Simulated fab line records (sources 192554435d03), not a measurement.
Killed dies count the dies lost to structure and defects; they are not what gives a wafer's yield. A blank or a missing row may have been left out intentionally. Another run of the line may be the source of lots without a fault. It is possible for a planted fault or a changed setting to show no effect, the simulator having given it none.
Split-lot experiment / flow n5 finfet / route with 1938 steps; 7 lots, 39 wafers read

SPLIT DETAILS
At N5_FIN_SAQP_HM_DEP_72 (deposits SiO2 from SiH4/N2O, target thk 12 nm, time 7.2 s), the setting target thk a was moved away from the recipe's 120 angstrom on 15 of the 39 wafers read, by -58.4% to +45.3%. The other wafers ran this setting at the recipe's value.

FROM THE SPLIT TO THE READING: what the file shows between them, 4 steps
- N5_FIN_SAQP_COAT_49: time 60 s, resist thk 100 nm
- N5_FIN_SAQP_COAT_50: time 60 s, resist thk 35 nm
- N5_FIN_SAQP_ETCH_52: etches SOC in N2/H2, target depth 100 nm, overetch 20 nm, time 150 s
- N5_FIN_SAQP_STRIP_53: strips in N2/H2

THE READING
etch.depth nm (the simulator's own value, which no gauge read), in nm, at N5_FIN_SAQP_HM_OPEN_73 (chemistry CHF3/O2, target SiO2, stops on a-Si, target depth 12 nm, time 16.8 s). There is no usual value for it anywhere in the file. Average 12.023 nm, standard deviation 0.23 nm, over the 24 wafers here run with the recipe.

wafer=L077.1; tool, chamber at the split=pecvd-02, 0; target thk a as run, angstrom=120; against the recipe=recipe; etch.depth nm, nm=12.04; against lot-mates on the recipe=-
wafer=L077.2; tool, chamber at the split=pecvd-02, 1; target thk a as run, angstrom=120; against the recipe=recipe; etch.depth nm, nm=12.08; against lot-mates on the recipe=-
wafer=L077.3; tool, chamber at the split=pecvd-02, 2; target thk a as run, angstrom=120; against the recipe=recipe; etch.depth nm, nm=11.73; against lot-mates on the recipe=-
wafer=L077.4; tool, chamber at the split=pecvd-02, 0,1; target thk a as run, angstrom=120; against the recipe=recipe; etch.depth nm, nm=12.23; against lot-mates on the recipe=-
wafer=L077.5; tool, chamber at the split=pecvd-02, 0,1; target thk a as run, angstrom=120; against the recipe=recipe; etch.depth nm, nm=12.23; against lot-mates on the recipe=-
wafer=L077.6; tool, chamber at the split=pecvd-02, 2; target thk a as run, angstrom=120; against the recipe=recipe; etch.depth nm, nm=12.17; against lot-mates on the recipe=-
wafer=L080.1; tool, chamber at the split=pecvd-01, 2; target thk a as run, angstrom=120; against the recipe=recipe; etch.depth nm, nm=11.99; against lot-mates on the recipe=-
wafer=L080.2; tool, chamber at the split=pecvd-01, 0; target thk a as run, angstrom=53.12; against the recipe=-55.7%; etch.depth nm, nm=5.411; against lot-mates on the recipe=-6.599
wafer=L080.3; tool, chamber at the split=pecvd-01, 1; target thk a as run, angstrom=120; against the recipe=recipe; etch.depth nm, nm=11.83; against lot-mates on the recipe=-
wafer=L080.4; tool, chamber at the split=pecvd-01, 2; target thk a as run, angstrom=53.12; against the recipe=-55.7%; etch.depth nm, nm=5.422; against lot-mates on the recipe=-6.588
wafer=L080.5; tool, chamber at the split=pecvd-01, 0; target thk a as run, angstrom=120; against the recipe=recipe; etch.depth nm, nm=12.21; against lot-mates on the recipe=-
wafer=L080.6; tool, chamber at the split=pecvd-01, 1; target thk a as run, angstrom=53.12; against the recipe=-55.7%; etch.depth nm, nm=5.287; against lot-mates on the recipe=-6.723
wafer=L082.1; tool, chamber at the split=pecvd-02, 2; target thk a as run, angstrom=174.4; against the recipe=+45.3%; etch.depth nm, nm=17.71; against lot-mates on the recipe=+5.320
wafer=L082.2; tool, chamber at the split=pecvd-02, 1; target thk a as run, angstrom=120; against the recipe=recipe; etch.depth nm, nm=12.18; against lot-mates on the recipe=-
wafer=L082.3; tool, chamber at the split=pecvd-02, 0; target thk a as run, angstrom=174.4; against the recipe=+45.3%; etch.depth nm, nm=17.95; against lot-mates on the recipe=+5.560
wafer=L082.4; tool, chamber at the split=pecvd-02, 2; target thk a as run, angstrom=174.4; against the recipe=+45.3%; etch.depth nm, nm=17.89; against lot-mates on the recipe=+5.500
wafer=L082.5; tool, chamber at the split=pecvd-02, 0; target thk a as run, angstrom=120; against the recipe=recipe; etch.depth nm, nm=12.56; against lot-mates on the recipe=-
wafer=L082.6; tool, chamber at the split=pecvd-02, 1; target thk a as run, angstrom=120; against the recipe=recipe; etch.depth nm, nm=12.43; against lot-mates on the recipe=-
wafer=L086.1; tool, chamber at the split=pecvd-01, 1; target thk a as run, angstrom=120; against the recipe=recipe; etch.depth nm, nm=11.72; against lot-mates on the recipe=-
wafer=L086.2; tool, chamber at the split=pecvd-01, 2; target thk a as run, angstrom=54.12; against the recipe=-54.9%; etch.depth nm, nm=5.165; against lot-mates on the recipe=-6.618
wafer=L086.3; tool, chamber at the split=pecvd-01, 0; target thk a as run, angstrom=54.12; against the recipe=-54.9%; etch.depth nm, nm=5.26; against lot-mates on the recipe=-6.523
wafer=L086.4; tool, chamber at the split=pecvd-01, 1; target thk a as run, angstrom=120; against the recipe=recipe; etch.depth nm, nm=11.65; against lot-mates on the recipe=-
wafer=L086.5; tool, chamber at the split=pecvd-01, 0; target thk a as run, angstrom=54.12; against the recipe=-54.9%; etch.depth nm, nm=5.325; against lot-mates on the recipe=-6.458
wafer=L086.6; tool, chamber at the split=pecvd-01, 2; target thk a as run, angstrom=120; against the recipe=recipe; etch.depth nm, nm=11.98; against lot-mates on the recipe=-
wafer=L089.1; tool, chamber at the split=pecvd-04, 2; target thk a as run, angstrom=120; against the recipe=recipe; etch.depth nm, nm=12.18; against lot-mates on the recipe=-
wafer=L089.2; tool, chamber at the split=pecvd-04, 1; target thk a as run, angstrom=120; against the recipe=recipe; etch.depth nm, nm=11.86; against lot-mates on the recipe=-
wafer=L089.3; tool, chamber at the split=pecvd-04, 0; target thk a as run, angstrom=120; against the recipe=recipe; etch.depth nm, nm=12.15; against lot-mates on the recipe=-
wafer=L091.1; tool, chamber at the split=pecvd-01, 1; target thk a as run, angstrom=120; against the recipe=recipe; etch.depth nm, nm=11.75; against lot-mates on the recipe=-
wafer=L091.2; tool, chamber at the split=pecvd-01, 0; target thk a as run, angstrom=120; against the recipe=recipe; etch.depth nm, nm=11.7; against lot-mates on the recipe=-
wafer=L091.3; tool, chamber at the split=pecvd-01, 0; target thk a as run, angstrom=120; against the recipe=recipe; etch.depth nm, nm=11.96; against lot-mates on the recipe=-
wafer=L091.4; tool, chamber at the split=pecvd-01, 1; target thk a as run, angstrom=169.6; against the recipe=+41.3%; etch.depth nm, nm=16.92; against lot-mates on the recipe=+5.117
wafer=L091.5; tool, chamber at the split=pecvd-01, 0; target thk a as run, angstrom=169.6; against the recipe=+41.3%; etch.depth nm, nm=16.83; against lot-mates on the recipe=+5.027
wafer=L091.6; tool, chamber at the split=pecvd-01, 1; target thk a as run, angstrom=169.6; against the recipe=+41.3%; etch.depth nm, nm=16.88; against lot-mates on the recipe=+5.077
wafer=L096.1; tool, chamber at the split=pecvd-01, 1; target thk a as run, angstrom=49.88; against the recipe=-58.4%; etch.depth nm, nm=5.178; against lot-mates on the recipe=-6.792
wafer=L096.2; tool, chamber at the split=pecvd-01, 2; target thk a as run, angstrom=49.88; against the recipe=-58.4%; etch.depth nm, nm=4.674; against lot-mates on the recipe=-7.296
wafer=L096.3; tool, chamber at the split=pecvd-01, 0; target thk a as run, angstrom=120; against the recipe=recipe; etch.depth nm, nm=11.87; against lot-mates on the recipe=-
wafer=L096.4; tool, chamber at the split=pecvd-01, 1; target thk a as run, angstrom=120; against the recipe=recipe; etch.depth nm, nm=12.14; against lot-mates on the recipe=-
wafer=L096.5; tool, chamber at the split=pecvd-01, 2; target thk a as run, angstrom=49.88; against the recipe=-58.4%; etch.depth nm, nm=4.859; against lot-mates on the recipe=-7.111
wafer=L096.6; tool, chamber at the split=pecvd-01, 0; target thk a as run, angstrom=120; against the recipe=recipe; etch.depth nm, nm=11.9; against lot-mates on the recipe=-
Where a row lists several chambers, the file gives one row for several wafers and doesn't say which wafer went through which chamber.

THE FIT
A straight line over all 39 wafers: etch.depth nm changes by +0.122 nm for each +1% of target thk a; r = +1.00; the points scatter about the line by 0.23 nm.
The same after taking each lot's own level away (the mean of its wafers on the recipe; 39 wafers): +0.12 nm for each +1%; r = +1.00; scatter 0.14 nm.
On that fit, the largest move of target thk a shifts the reading by 7 nm.
The span of the lots' own levels, 11.7833 to 12.3900 nm, comes to 2.6 times the standard deviation stated above.
The two slopes are in agreement: the lot-to-lot level therefore moves the slope only a little.
Check: -7.04 nm against its lot-mates is what the line predicts for one of the wafers moved furthest among these (-58.4%) when that wafer is left out of the fit. It came out at -6.79 nm against them.

THE WHOLE CHAIN: every reading that the file lists as answering this split, in the file's order
step=N5_FIN_SAQP_HM_DEP_72; what it does=deposits SiO2 from SiH4/N2O, target thk 12 nm, time 7.2 s; reading=SiO2_of_FIN_SAQP_HM_DEP_72.thk nm (the simulator's own value, which no gauge read); change (the file's fit)=+0.12 nm for each +1% of the setting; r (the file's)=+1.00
step=N5_FIN_SAQP_HM_OPEN_73; what it does=chemistry CHF3/O2, target SiO2, stops on a-Si, target depth 12 nm, time 16.8 s; reading=etch.depth nm (the simulator's own value, which no gauge read); change (the file's fit)=+0.12 nm for each +1% of the setting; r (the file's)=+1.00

FILE'S OWN FIT
etch.depth nm changes by +0.12 nm for each +1% of target thk a, r = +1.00.
